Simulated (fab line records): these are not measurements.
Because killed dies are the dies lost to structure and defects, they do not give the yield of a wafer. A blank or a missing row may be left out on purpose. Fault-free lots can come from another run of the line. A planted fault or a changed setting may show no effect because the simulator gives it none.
Which tool was responsible? / flow nand_harc / 13 lots with 39 wafers sampled at 6 steps, on a route of 1159 steps

WHAT EACH GAUGE READ, for each wafer
NHARC_A_ONON_D1_THK_MEAS_30: measures by ellipsometry.
lot=L160; measured=day 8 11:20; on=film_metro-01; thk_nm (nm)=1022 1020 1022
lot=L161; measured=day 8 16:23; on=film_metro-01; thk_nm (nm)=1009 1010 1009
lot=L162; measured=day 9 00:34; on=film_metro-02; thk_nm (nm)=988 988 988
lot=L165; measured=day 9 04:28; on=film_metro-01; thk_nm (nm)=995 996 997
lot=L164; measured=day 9 04:26; on=film_metro-02; thk_nm (nm)=990 990 989
lot=L167; measured=day 9 16:47; on=film_metro-02; thk_nm (nm)=987 986 988
lot=L170; measured=day 10 17:17; on=film_metro-01; thk_nm (nm)=633 634 634
lot=L169; measured=day 10 17:21; on=film_metro-02; thk_nm (nm)=1016 1015 1012
lot=L171; measured=day 11 06:38; on=film_metro-02; thk_nm (nm)=651 648 649
lot=L175; measured=day 12 01:29; on=film_metro-02; thk_nm (nm)=996 995 997
lot=L176; measured=day 12 09:52; on=film_metro-02; thk_nm (nm)=995 992 991
lot=L178; measured=day 12 20:35; on=film_metro-01; thk_nm (nm)=993 995 992
lot=L180; measured=day 13 14:34; on=film_metro-02; thk_nm (nm)=994 994 994

NHARC_A_CHANNEL_HOLE_D1_INSPECT_12.
lot=L160; measured=day 8 15:56; on=defect_inspect-01; raw_defect_count=6 8 3
lot=L161; measured=day 8 20:17; on=defect_inspect-02; raw_defect_count=4 9 3
lot=L162; measured=day 9 04:17; on=defect_inspect-02; raw_defect_count=6 6 8
lot=L165; measured=day 9 08:24; on=defect_inspect-01; raw_defect_count=7 11 6
lot=L164; measured=day 9 08:14; on=defect_inspect-02; raw_defect_count=1 3 11
lot=L167; measured=day 9 20:10; on=defect_inspect-02; raw_defect_count=9 6 5
lot=L169; measured=day 10 22:05; on=defect_inspect-01; raw_defect_count=4 3 3
lot=L175; measured=day 12 05:01; on=defect_inspect-01; raw_defect_count=13 7 0
lot=L176; measured=day 12 14:39; on=defect_inspect-01; raw_defect_count=4 3 3
lot=L178; measured=day 13 02:23; on=defect_inspect-02; raw_defect_count=8 4 5
lot=L180; measured=day 13 18:08; on=defect_inspect-01; raw_defect_count=5 3 6

NHARC_END_SORT_01.
lot=L171; measured=day 23 00:34; on=prober-02; killed_at_array=673 671 671; killed_at_other=0 2 1; killed_at_periphery=4 4 5; killed_dies=677 677 677; killed_open=3 6 6; killed_short=4 1 2

EACH LOT AND THE TOOL THAT RAN IT (in order: tool; ch and the chambers of the sampled wafers; start)
lot=L160; NHARC_A_ONON_D1_DEP_28=pecvd_onon-01 ch 0, day 8 10:53; NHARC_A_CHANNEL_HOLE_D1_ETCH_38=rie_diel-01 ch 0,3, day 8 16:21; NHARC_A_CHANNEL_HOLE_D1_ETCH_19=har_etch-01 ch 0,1, day 8 17:47
lot=L161; NHARC_A_ONON_D1_DEP_28=pecvd_onon-01 ch 0, day 8 15:56; NHARC_A_CHANNEL_HOLE_D1_ETCH_38=rie_diel-01 ch 1,2,3, day 8 20:26; NHARC_A_CHANNEL_HOLE_D1_ETCH_19=har_etch-02 ch 0,1, day 8 21:33
lot=L162; NHARC_A_ONON_D1_DEP_28=pecvd_onon-02 ch 0, day 9 00:07; NHARC_A_CHANNEL_HOLE_D1_ETCH_38=rie_diel-01 ch 0,1,2, day 9 04:27; NHARC_A_CHANNEL_HOLE_D1_ETCH_19=har_etch-01 ch 0,1, day 9 05:32
lot=L165; NHARC_A_ONON_D1_DEP_28=pecvd_onon-03 ch 0, day 9 03:59; NHARC_A_CHANNEL_HOLE_D1_ETCH_38=rie_diel-01 ch 1,2, day 9 08:33; NHARC_A_CHANNEL_HOLE_D1_ETCH_19=har_etch-02 ch 0,1, day 9 10:29
lot=L164; NHARC_A_ONON_D1_DEP_28=pecvd_onon-02 ch 0, day 9 04:02; NHARC_A_CHANNEL_HOLE_D1_ETCH_38=rie_diel-10 ch 1,3, day 9 08:23; NHARC_A_CHANNEL_HOLE_D1_ETCH_19=har_etch-01 ch 0,1, day 9 09:43
lot=L167; NHARC_A_ONON_D1_DEP_28=pecvd_onon-01 ch 0, day 9 16:20; NHARC_A_CHANNEL_HOLE_D1_ETCH_38=rie_diel-02 ch 0,2,3, day 9 20:19; NHARC_A_CHANNEL_HOLE_D1_ETCH_19=har_etch-01 ch 0,1, day 9 21:24
lot=L170; NHARC_A_ONON_D1_DEP_28=pecvd_onon-01 ch 0, day 10 16:50; NHARC_A_CHANNEL_HOLE_D1_ETCH_38=-; NHARC_A_CHANNEL_HOLE_D1_ETCH_19=-
lot=L169; NHARC_A_ONON_D1_DEP_28=pecvd_onon-03 ch 0, day 10 16:57; NHARC_A_CHANNEL_HOLE_D1_ETCH_38=rie_diel-01 ch 0,1,2, day 10 22:14; NHARC_A_CHANNEL_HOLE_D1_ETCH_19=har_etch-01 ch 0,1, day 11 00:14
lot=L171; NHARC_A_ONON_D1_DEP_28=pecvd_onon-01 ch 0, day 11 06:07; NHARC_A_CHANNEL_HOLE_D1_ETCH_38=-; NHARC_A_CHANNEL_HOLE_D1_ETCH_19=-
lot=L175; NHARC_A_ONON_D1_DEP_28=pecvd_onon-02 ch 0, day 12 01:02; NHARC_A_CHANNEL_HOLE_D1_ETCH_38=rie_diel-02 ch 0,1,3, day 12 05:17; NHARC_A_CHANNEL_HOLE_D1_ETCH_19=har_etch-02 ch 0,1, day 12 06:44
lot=L176; NHARC_A_ONON_D1_DEP_28=pecvd_onon-03 ch 0, day 12 09:25; NHARC_A_CHANNEL_HOLE_D1_ETCH_38=rie_diel-01 ch 1,2, day 12 14:49; NHARC_A_CHANNEL_HOLE_D1_ETCH_19=har_etch-02 ch 0,1, day 12 15:55
lot=L178; NHARC_A_ONON_D1_DEP_28=pecvd_onon-03 ch 0, day 12 20:08; NHARC_A_CHANNEL_HOLE_D1_ETCH_38=rie_diel-10 ch 0,2,3, day 13 02:32; NHARC_A_CHANNEL_HOLE_D1_ETCH_19=har_etch-02 ch 1, day 13 03:39
lot=L180; NHARC_A_ONON_D1_DEP_28=pecvd_onon-03 ch 0, day 13 14:03; NHARC_A_CHANNEL_HOLE_D1_ETCH_38=rie_diel-10 ch 0,1,3, day 13 18:18; NHARC_A_CHANNEL_HOLE_D1_ETCH_19=har_etch-02 ch 0,1, day 13 23:23
- NHARC_A_ONON_D1_DEP_28: target thk 1000 nm.
- NHARC_A_CHANNEL_HOLE_D1_ETCH_38: etches the open film in CF4, target depth 39 nm, time 65 s.
- NHARC_A_CHANNEL_HOLE_D1_ETCH_19: etches the open film in C4F8/O2/Ar, time 34.5 s.

WHAT THE TOOLS THEMSELVES READ (means of the sampled wafers that have a number; where no wafer has one, the mark that the record gives instead)
NHARC_A_CHANNEL_HOLE_D1_ETCH_38.
lot=L160; tool=rie_diel-01; drypump_motor_current_A (A)=6.2; oes_product_au (a.u.)=0.995; rf_fwd_power_W (W)=297.6; rf_vpp_V (V)=150.5; showerhead_plenum_p_Torr (Torr)=1.77; throttle_valve_pct (%)=13.288
lot=L161; tool=rie_diel-01; drypump_motor_current_A (A)=6.1; oes_product_au (a.u.)=1.002; rf_fwd_power_W (W)=297.5; rf_vpp_V (V)=151.0; showerhead_plenum_p_Torr (Torr)=1.73; throttle_valve_pct (%)=13.288
lot=L162; tool=rie_diel-01; drypump_motor_current_A (A)=6.3; oes_product_au (a.u.)=0.996; rf_fwd_power_W (W)=297.7; rf_vpp_V (V)=151.0; showerhead_plenum_p_Torr (Torr)=1.75; throttle_valve_pct (%)=13.291
lot=L165; tool=rie_diel-01; drypump_motor_current_A (A)=6.2; oes_product_au (a.u.)=0.997; rf_fwd_power_W (W)=297.3; rf_vpp_V (V)=151.4; showerhead_plenum_p_Torr (Torr)=1.73; throttle_valve_pct (%)=13.274
lot=L164; tool=rie_diel-10; drypump_motor_current_A (A)=5.6; oes_product_au (a.u.)=1.009; rf_fwd_power_W (W)=297.0; rf_vpp_V (V)=152.9; showerhead_plenum_p_Torr (Torr)=1.85; throttle_valve_pct (%)=13.277
lot=L167; tool=rie_diel-02; drypump_motor_current_A (A)=5.8; oes_product_au (a.u.)=0.998; rf_fwd_power_W (W)=296.7; rf_vpp_V (V)=150.8; showerhead_plenum_p_Torr (Torr)=1.75; throttle_valve_pct (%)=13.279
lot=L169; tool=rie_diel-01; drypump_motor_current_A (A)=6.3; oes_product_au (a.u.)=1.006; rf_fwd_power_W (W)=298.5; rf_vpp_V (V)=151.4; showerhead_plenum_p_Torr (Torr)=1.75; throttle_valve_pct (%)=13.284
lot=L175; tool=rie_diel-02; drypump_motor_current_A (A)=5.5; oes_product_au (a.u.)=0.994; rf_fwd_power_W (W)=296.4; rf_vpp_V (V)=151.8; showerhead_plenum_p_Torr (Torr)=1.79; throttle_valve_pct (%)=13.293
lot=L176; tool=rie_diel-01; drypump_motor_current_A (A)=6.2; oes_product_au (a.u.)=0.999; rf_fwd_power_W (W)=298.3; rf_vpp_V (V)=150.7; showerhead_plenum_p_Torr (Torr)=1.73; throttle_valve_pct (%)=13.282
lot=L178; tool=rie_diel-10; drypump_motor_current_A (A)=5.9; oes_product_au (a.u.)=1.005; rf_fwd_power_W (W)=296.8; rf_vpp_V (V)=151.4; showerhead_plenum_p_Torr (Torr)=1.77; throttle_valve_pct (%)=13.291
lot=L180; tool=rie_diel-10; drypump_motor_current_A (A)=5.8; oes_product_au (a.u.)=1.003; rf_fwd_power_W (W)=296.5; rf_vpp_V (V)=151.6; showerhead_plenum_p_Torr (Torr)=1.82; throttle_valve_pct (%)=13.284

NHARC_A_CHANNEL_HOLE_D1_ETCH_19.
lot=L160; tool=har_etch-01; c4f8_flow_sccm (sccm)=28.81; drypump_motor_current_A (A)=5.2; rf_fwd_power_W (W)=2458; showerhead_plenum_p_Torr (Torr)=3.75; throttle_valve_pct (%)=37.047
lot=L161; tool=har_etch-02; c4f8_flow_sccm (sccm)=28.84; drypump_motor_current_A (A)=6.1; rf_fwd_power_W (W)=2440; showerhead_plenum_p_Torr (Torr)=3.88; throttle_valve_pct (%)=37.048
lot=L162; tool=har_etch-01; c4f8_flow_sccm (sccm)=28.82; drypump_motor_current_A (A)=5.4; rf_fwd_power_W (W)=2449; showerhead_plenum_p_Torr (Torr)=3.70; throttle_valve_pct (%)=37.044
lot=L165; tool=har_etch-02; c4f8_flow_sccm (sccm)=28.79; drypump_motor_current_A (A)=6.0; rf_fwd_power_W (W)=2462; showerhead_plenum_p_Torr (Torr)=3.84; throttle_valve_pct (%)=37.038
lot=L164; tool=har_etch-01; c4f8_flow_sccm (sccm)=28.76; drypump_motor_current_A (A)=5.2; rf_fwd_power_W (W)=2449; showerhead_plenum_p_Torr (Torr)=3.74; throttle_valve_pct (%)=37.041
lot=L167; tool=har_etch-01; c4f8_flow_sccm (sccm)=28.85; drypump_motor_current_A (A)=5.2; rf_fwd_power_W (W)=2460; showerhead_plenum_p_Torr (Torr)=3.74; throttle_valve_pct (%)=37.034
lot=L169; tool=har_etch-01; c4f8_flow_sccm (sccm)=28.89; drypump_motor_current_A (A)=5.4; rf_fwd_power_W (W)=2451; showerhead_plenum_p_Torr (Torr)=3.68; throttle_valve_pct (%)=37.037
lot=L175; tool=har_etch-02; c4f8_flow_sccm (sccm)=28.87; drypump_motor_current_A (A)=6.0; rf_fwd_power_W (W)=2447; showerhead_plenum_p_Torr (Torr)=3.86; throttle_valve_pct (%)=37.036
lot=L176; tool=har_etch-02; c4f8_flow_sccm (sccm)=28.75; drypump_motor_current_A (A)=6.0; rf_fwd_power_W (W)=2445; showerhead_plenum_p_Torr (Torr)=3.86; throttle_valve_pct (%)=37.039
lot=L178; tool=har_etch-02; c4f8_flow_sccm (sccm)=28.84; drypump_motor_current_A (A)=6.1; rf_fwd_power_W (W)=2443; showerhead_plenum_p_Torr (Torr)=3.89; throttle_valve_pct (%)=37.035
lot=L180; tool=har_etch-02; c4f8_flow_sccm (sccm)=28.74; drypump_motor_current_A (A)=6.0; rf_fwd_power_W (W)=2466; showerhead_plenum_p_Torr (Torr)=3.82; throttle_valve_pct (%)=37.036

THE ANSWER, worked out from the rows above alone
Rule: what is usual is taken from the lots themselves. The widest of any qualifying gaps counts: lots, ordered by their means at a reading, are off when they make up no more than a third of the lots, leave a main group of 4 or more, and stand apart from it by 3 or more times the standard deviation of that group's means. If all means in a main group match to the digits the tables above print for the reading, that group is not used. A lot without any number at a reading at which 4 lots or more have one is off too. Where the step has rows for the other lots, those lots are counted as sound. After the gauges, taken in route order, come the tools' own readings; for these a lot's mean is taken, as printed above. At the first step where some lot is off, the reading lying furthest off is the one used; lots without a number count as furthest.
Off at NHARC_A_ONON_D1_THK_MEAS_30 (thk_nm): L170, L171. Main group: mean 998 nm, sd 11.
A tool fits if, at a process step before that reading, it ran every lot that is off, and no sound lot after the first of them. Gauges at NHARC_A_ONON_D1_THK_MEAS_30: tried the same way as those tools. One fits: pecvd_onon-01 at NHARC_A_ONON_D1_DEP_28. A fault onset in the window from L167 (day 9 16:20, its last sound lot) to L170 (day 10 16:50, its first lot off) fits.

WHAT HAD BEEN PUT IN BY THE SIMULATOR
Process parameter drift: pecvd_onon-01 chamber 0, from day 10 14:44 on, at NHARC_A_ONON_D1_DEP_28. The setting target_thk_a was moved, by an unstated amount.
Lots struck among those shown: L170, L171. The rule above reached the same finding.
